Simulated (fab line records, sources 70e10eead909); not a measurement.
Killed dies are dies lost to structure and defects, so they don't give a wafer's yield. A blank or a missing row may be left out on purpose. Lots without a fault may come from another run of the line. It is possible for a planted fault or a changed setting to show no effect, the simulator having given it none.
Chamber matching + flow nandHarc + aldHk-02 running NHARC_A_CHANNEL_FILL_D1_ALD_02: 4 sister chambers
The step deposits SiO2, target thk 6 nm, pulse time 10 s, ald cycles 60. 18 wafers are shown with their chamber, then 9 later ones without.

== WAFERS PAIRED WITH THEIR CHAMBERS ==
| wafer  | chamber | heaterPowerW (W) | precursorPulseHeightRel | susceptorTempC (C) |
|--------|---------|------------------|-------------------------|--------------------|
| L074.2 | 0       | 536              | 1.013                   | 300.18             |
| L074.5 | 1       | 510              | 1.019                   | 300.05             |
| L074.6 | 0       | 542              | 1.021                   | 299.89             |
| L077.2 | 1       | 494              | 1.024                   | 300.02             |
| L077.3 | 0       | 544              | 0.974                   | 300.22             |
| L077.5 | 1       | 499              | 0.991                   | 300.15             |
| L080.3 | 3       | 461              | 0.999                   | 299.98             |
| L080.5 | 2       | 399              | 0.993                   | 300.06             |
| L080.6 | 3       | 474              | 0.987                   | 299.93             |
| L079.2 | 3       | 466              | 1.018                   | 300.11             |
| L079.5 | 0       | 536              | 1.005                   | 299.97             |
| L079.6 | 3       | 470              | 0.977                   | 300.14             |
| L082.1 | 0       | 530              | 0.994                   | 300.07             |
| L082.4 | 3       | 462              | 1.009                   | 299.94             |
| L082.6 | 3       | 475              | 1.020                   | 299.97             |
| L085.2 | 0       | 548              | 0.989                   | 300.01             |
| L085.4 | 1       | 502              | 1.018                   | 299.83             |
| L085.6 | 0       | 553              | 1.011                   | 299.90             |

SIGNATURES, as means of the wafers listed above
| reading                 | chamber 0 | chamber 1 | chamber 2 | chamber 3 | scatter within a chamber |
|-------------------------|-----------|-----------|-----------|-----------|--------------------------|
| heaterPowerW            | 541.29    | 501.25    | 399.00    | 468.00    | 7                        |
| precursorPulseHeightRel | 1.00100   | 1.01300   | 0.99300   | 1.00167   | 0.0163                   |
| susceptorTempC          | 300.0343  | 300.0125  | 300.0600  | 300.0117  | 0.118                    |
Rule: for each reading, subtract the chamber's mean from the wafer's reading, divide by that reading's scatter and square the result; add these up over the readings and take the root, which gives the wafer's distance from the chamber. If the next closest chamber is less than 2 further off than the closest, the wafer can't be placed; otherwise it belongs to the closest. The scatter is the square root of a quotient: the sum, over the shown wafers, of each reading's squared deviation from its chamber's mean, divided by wafers minus chambers.

== WAFERS WHOSE CHAMBER IS MISSING ==
| wafer  | heaterPowerW (W) | precursorPulseHeightRel | susceptorTempC (C) |
|--------|------------------|-------------------------|--------------------|
| L087.2 | 547              | 1.019                   | 300.25             |
| L087.4 | 508              | 0.996                   | 299.99             |
| L087.6 | 470              | 0.958                   | 299.87             |
| L089.4 | 517              | 1.015                   | 300.01             |
| L089.5 | 544              | 1.000                   | 300.04             |
| L089.6 | 520              | 1.018                   | 300.05             |
| L094.4 | 561              | 0.997                   | 299.58             |
| L094.5 | 390              | 1.032                   | 299.81             |
| L094.6 | 483              | 0.984                   | 300.20             |

== WHICH CHAMBER EACH ONE RAN IN ==
| wafer  | from the rows above     | in truth |
|--------|-------------------------|----------|
| L087.2 | 0                       | 0        |
| L087.4 | 1                       | 1        |
| L087.6 | 3                       | 3        |
| L089.4 | can't be placed: 1 or 0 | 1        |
| L089.5 | 0                       | 0        |
| L089.6 | can't be placed: 1 or 0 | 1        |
| L094.4 | 0                       | 0        |
| L094.5 | 2                       | 2        |
| L094.6 | can't be placed: 3 or 1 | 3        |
Correctly placed: 6 of 9. Unplaceable from these rows: 3, with the true chamber sitting among the candidates in 3. Wrongly placed: 0.
